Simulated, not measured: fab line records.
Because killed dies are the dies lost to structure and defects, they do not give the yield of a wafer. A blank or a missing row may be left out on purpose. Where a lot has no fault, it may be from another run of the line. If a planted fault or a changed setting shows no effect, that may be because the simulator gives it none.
Split-lot trial -- flow n5_finfet -- 39 wafers read across 7 lots, on a route 1938 steps long

## SPLIT DETAILS
At N5_SD_EPI_P_ETCH_36 (etches SiARC in CF4, target depth 45.5 nm, time 75.8 s), the setting bias_w was moved away from the recipe's 36 W on 9 of the 39 wafers read, by -9.9% to +16.1%. The other wafers ran this setting at the recipe's value.

The reading is taken at the split's own step.

## THE READING
rf_vpp_V, in V, at N5_SD_EPI_P_ETCH_36 (etches SiARC in CF4, target depth 45.5 nm, time 75.8 s). A value of 184.0 V with a standard deviation of 1.1 V is what fault-free wafers of this fab line usually give.

wafer,"tool, chamber at the split","bias_w as run, W",against the recipe,"rf_vpp_V, V",against lot-mates on the recipe
L075.1,"rie_diel-02, 3",36,recipe,185.0,-
L075.2,"rie_diel-02, 1",36,recipe,184.1,-
L075.3,"rie_diel-02, 0",36,recipe,184.6,-
L075.4,"rie_diel-02, 2",36,recipe,184.4,-
L075.5,"rie_diel-02, 3",36,recipe,184.2,-
L075.6,"rie_diel-02, 0",36,recipe,183.4,-
L082.3,"rie_diel-01, 1",36,recipe,184.4,-
L082.4,"rie_diel-01, 0",36,recipe,184.6,-
L082.6,"rie_diel-01, 3",36,recipe,184.8,-
L089.1,"rie_diel-01, 2",36,recipe,184.0,-
L089.2,"rie_diel-01, 3",36,recipe,183.6,-
L089.3,"rie_diel-01, 1",39.48,+9.7%,195.6,+11.1
L089.4,"rie_diel-01, 0",39.48,+9.7%,195.7,+11.2
L089.5,"rie_diel-01, 1",39.48,+9.7%,196.4,+11.9
L089.6,"rie_diel-01, 0",36,recipe,186.0,-
L090.1,"rie_diel-03, 1",41.81,+16.1%,203.7,+20.7
L090.2,"rie_diel-03, 3",36,recipe,182.3,-
L090.3,"rie_diel-03, 0",36,recipe,185.3,-
L090.4,"rie_diel-03, 2",41.81,+16.1%,201.1,+18.1
L090.5,"rie_diel-03, 1",41.81,+16.1%,204.3,+21.3
L090.6,"rie_diel-03, 2",36,recipe,181.5,-
L091.1,"rie_diel-02, 0",36,recipe,184.6,-
L091.2,"rie_diel-02, 2",36,recipe,183.3,-
L091.3,"rie_diel-02, 3",36,recipe,183.9,-
L091.4,"rie_diel-02, 1",36,recipe,181.8,-
L091.5,"rie_diel-02, 3",36,recipe,184.3,-
L091.6,"rie_diel-02, 0",36,recipe,184.6,-
L095.1,"rie_diel-03, 2",36,recipe,182.6,-
L095.2,"rie_diel-03, 0",36,recipe,184.5,-
L095.3,"rie_diel-03, 3",36,recipe,182.4,-
L095.4,"rie_diel-03, 1",36,recipe,183.4,-
L095.5,"rie_diel-03, 1",36,recipe,184.9,-
L095.6,"rie_diel-03, 2",36,recipe,184.3,-
L097.1,"rie_diel-01, 2",32.43,-9.9%,171.8,-11.5
L097.2,"rie_diel-01, 0",32.43,-9.9%,170.2,-13.1
L097.3,"rie_diel-01, 3",36,recipe,184.4,-
L097.4,"rie_diel-01, 1",36,recipe,181.9,-
L097.5,"rie_diel-01, 1",36,recipe,183.7,-
L097.6,"rie_diel-01, 0",32.43,-9.9%,173.1,-10.2

THE FIT
A straight line over all 39 wafers: rf_vpp_V changes by +1.21 V for each +1% of bias_w; r = +0.99; the points scatter about the line by 1.1 V.
The same after taking each lot's own level away (the mean of its wafers on the recipe; 39 wafers): +1.21 V for each +1%; r = +0.99; scatter 1 V.
According to that fit, moving bias_w by its largest amount changes the reading by 20 V.
The span of the lots' own levels, 183.03 to 184.60 V, comes to 1.4 times the standard deviation stated above.
So the lot-to-lot level changes the slope little: the two slopes agree.
Check: with one of the wafers moved furthest among these (+16.1%) left out of the fit, the line predicts +19.3 V for it against its lot-mates. It came out at +20.7 V against them.
Tool readings at the split's step, against how far the setting was moved: rf_vpp_V r = +0.99.

## FILE'S OWN FIT
rf_vpp_V changes by +1.21 V for each +1% of bias_w, r = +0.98.
